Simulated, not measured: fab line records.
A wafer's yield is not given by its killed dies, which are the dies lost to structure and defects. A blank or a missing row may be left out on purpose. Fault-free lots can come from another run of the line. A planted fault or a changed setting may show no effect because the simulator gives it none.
Chamber matching / flow nand_harc / NHARC_P_M0_STRIP_18 on rie_diel-02 has 4 sister chambers
The step strips in N2/H2. 27 wafers are shown with their chamber, then 12 later ones without.

## WAFERS WITH THEIR CHAMBER
wafer=L075.1; chamber=3; drypump_motor_current_A (A)=5.59; showerhead_plenum_p_Torr (Torr)=1.90; rf_vpp_V (V)=89.1
wafer=L075.3; chamber=0; drypump_motor_current_A (A)=6.21; showerhead_plenum_p_Torr (Torr)=1.88; rf_vpp_V (V)=90.1
wafer=L075.4; chamber=2; drypump_motor_current_A (A)=6.37; showerhead_plenum_p_Torr (Torr)=2.15; rf_vpp_V (V)=92.0
wafer=L076.2; chamber=1; drypump_motor_current_A (A)=6.00; showerhead_plenum_p_Torr (Torr)=1.88; rf_vpp_V (V)=89.9
wafer=L076.3; chamber=2; drypump_motor_current_A (A)=6.40; showerhead_plenum_p_Torr (Torr)=2.15; rf_vpp_V (V)=92.0
wafer=L076.6; chamber=3; drypump_motor_current_A (A)=5.62; showerhead_plenum_p_Torr (Torr)=1.90; rf_vpp_V (V)=91.7
wafer=L081.2; chamber=1; drypump_motor_current_A (A)=6.04; showerhead_plenum_p_Torr (Torr)=1.88; rf_vpp_V (V)=91.0
wafer=L081.3; chamber=3; drypump_motor_current_A (A)=5.59; showerhead_plenum_p_Torr (Torr)=1.90; rf_vpp_V (V)=90.8
wafer=L081.6; chamber=3; drypump_motor_current_A (A)=5.63; showerhead_plenum_p_Torr (Torr)=1.90; rf_vpp_V (V)=91.0
wafer=L083.3; chamber=2; drypump_motor_current_A (A)=6.35; showerhead_plenum_p_Torr (Torr)=2.15; rf_vpp_V (V)=91.3
wafer=L083.4; chamber=1; drypump_motor_current_A (A)=6.04; showerhead_plenum_p_Torr (Torr)=1.88; rf_vpp_V (V)=89.7
wafer=L083.6; chamber=1; drypump_motor_current_A (A)=6.02; showerhead_plenum_p_Torr (Torr)=1.88; rf_vpp_V (V)=89.6
wafer=L089.2; chamber=0; drypump_motor_current_A (A)=6.27; showerhead_plenum_p_Torr (Torr)=1.87; rf_vpp_V (V)=90.7
wafer=L089.3; chamber=2; drypump_motor_current_A (A)=6.40; showerhead_plenum_p_Torr (Torr)=2.14; rf_vpp_V (V)=90.7
wafer=L089.4; chamber=3; drypump_motor_current_A (A)=5.61; showerhead_plenum_p_Torr (Torr)=1.90; rf_vpp_V (V)=89.3
wafer=L087.2; chamber=2; drypump_motor_current_A (A)=6.40; showerhead_plenum_p_Torr (Torr)=2.14; rf_vpp_V (V)=91.4
wafer=L087.5; chamber=3; drypump_motor_current_A (A)=5.60; showerhead_plenum_p_Torr (Torr)=1.90; rf_vpp_V (V)=88.9
wafer=L087.6; chamber=0; drypump_motor_current_A (A)=6.25; showerhead_plenum_p_Torr (Torr)=1.87; rf_vpp_V (V)=89.7
wafer=L088.2; chamber=1; drypump_motor_current_A (A)=6.05; showerhead_plenum_p_Torr (Torr)=2.22; rf_vpp_V (V)=91.5
wafer=L088.3; chamber=0; drypump_motor_current_A (A)=6.20; showerhead_plenum_p_Torr (Torr)=1.87; rf_vpp_V (V)=88.2
wafer=L088.5; chamber=2; drypump_motor_current_A (A)=6.38; showerhead_plenum_p_Torr (Torr)=2.14; rf_vpp_V (V)=91.2
wafer=L091.2; chamber=3; drypump_motor_current_A (A)=5.63; showerhead_plenum_p_Torr (Torr)=1.90; rf_vpp_V (V)=89.2
wafer=L091.4; chamber=0; drypump_motor_current_A (A)=6.23; showerhead_plenum_p_Torr (Torr)=1.87; rf_vpp_V (V)=90.4
wafer=L091.5; chamber=2; drypump_motor_current_A (A)=6.40; showerhead_plenum_p_Torr (Torr)=2.14; rf_vpp_V (V)=92.2
wafer=L092.2; chamber=0; drypump_motor_current_A (A)=6.23; showerhead_plenum_p_Torr (Torr)=1.87; rf_vpp_V (V)=89.3
wafer=L092.4; chamber=2; drypump_motor_current_A (A)=6.34; showerhead_plenum_p_Torr (Torr)=2.14; rf_vpp_V (V)=92.2
wafer=L092.5; chamber=3; drypump_motor_current_A (A)=5.60; showerhead_plenum_p_Torr (Torr)=1.90; rf_vpp_V (V)=89.9

SIGNATURES (means of the wafers above)
reading=drypump_motor_current_A; chamber 0=6.2317; chamber 1=6.0300; chamber 2=6.3800; chamber 3=5.6087; scatter within a chamber=0.0218
reading=showerhead_plenum_p_Torr; chamber 0=1.8717; chamber 1=1.9480; chamber 2=2.1437; chamber 3=1.9000; scatter within a chamber=0.0635
reading=rf_vpp_V; chamber 0=89.733; chamber 1=90.340; chamber 2=91.625; chamber 3=89.987; scatter within a chamber=0.855
Rule: for each reading, subtract the chamber's mean from the wafer's reading, divide by that reading's scatter and square the result; add these up over the readings and take the root, which gives the wafer's distance from the chamber. The wafer belongs to the nearest chamber; if the next one is less than 2 further off, it can't be placed. The scatter: the root of (the sum of the squares of (reading less its chamber's mean) over the shown wafers, divided by (wafers less chambers)).

## WAFERS WITH NO CHAMBER GIVEN
wafer=L095.2; drypump_motor_current_A (A)=6.04; showerhead_plenum_p_Torr (Torr)=2.21; rf_vpp_V (V)=90.2
wafer=L095.4; drypump_motor_current_A (A)=6.18; showerhead_plenum_p_Torr (Torr)=1.87; rf_vpp_V (V)=90.2
wafer=L095.5; drypump_motor_current_A (A)=6.39; showerhead_plenum_p_Torr (Torr)=2.14; rf_vpp_V (V)=91.1
wafer=L094.1; drypump_motor_current_A (A)=5.59; showerhead_plenum_p_Torr (Torr)=1.89; rf_vpp_V (V)=88.5
wafer=L094.2; drypump_motor_current_A (A)=6.39; showerhead_plenum_p_Torr (Torr)=2.14; rf_vpp_V (V)=92.2
wafer=L094.4; drypump_motor_current_A (A)=6.22; showerhead_plenum_p_Torr (Torr)=1.87; rf_vpp_V (V)=90.1
wafer=L096.2; drypump_motor_current_A (A)=5.60; showerhead_plenum_p_Torr (Torr)=1.89; rf_vpp_V (V)=89.4
wafer=L096.4; drypump_motor_current_A (A)=6.18; showerhead_plenum_p_Torr (Torr)=1.87; rf_vpp_V (V)=89.4
wafer=L096.6; drypump_motor_current_A (A)=5.99; showerhead_plenum_p_Torr (Torr)=2.21; rf_vpp_V (V)=92.3
wafer=L097.2; drypump_motor_current_A (A)=5.60; showerhead_plenum_p_Torr (Torr)=1.89; rf_vpp_V (V)=89.7
wafer=L097.4; drypump_motor_current_A (A)=6.25; showerhead_plenum_p_Torr (Torr)=1.87; rf_vpp_V (V)=89.5
wafer=L097.6; drypump_motor_current_A (A)=6.03; showerhead_plenum_p_Torr (Torr)=2.21; rf_vpp_V (V)=91.4

## WHICH CHAMBER EACH WENT THROUGH
wafer=L095.2; from the rows above=1; in truth=1
wafer=L095.4; from the rows above=0; in truth=0
wafer=L095.5; from the rows above=2; in truth=2
wafer=L094.1; from the rows above=3; in truth=3
wafer=L094.2; from the rows above=2; in truth=2
wafer=L094.4; from the rows above=0; in truth=0
wafer=L096.2; from the rows above=3; in truth=3
wafer=L096.4; from the rows above=0; in truth=0
wafer=L096.6; from the rows above=1; in truth=1
wafer=L097.2; from the rows above=3; in truth=3
wafer=L097.4; from the rows above=0; in truth=0
wafer=L097.6; from the rows above=1; in truth=1
Correct placement for 12 of the 12. From these rows, 0 cannot be placed. Number placed wrongly: 0.
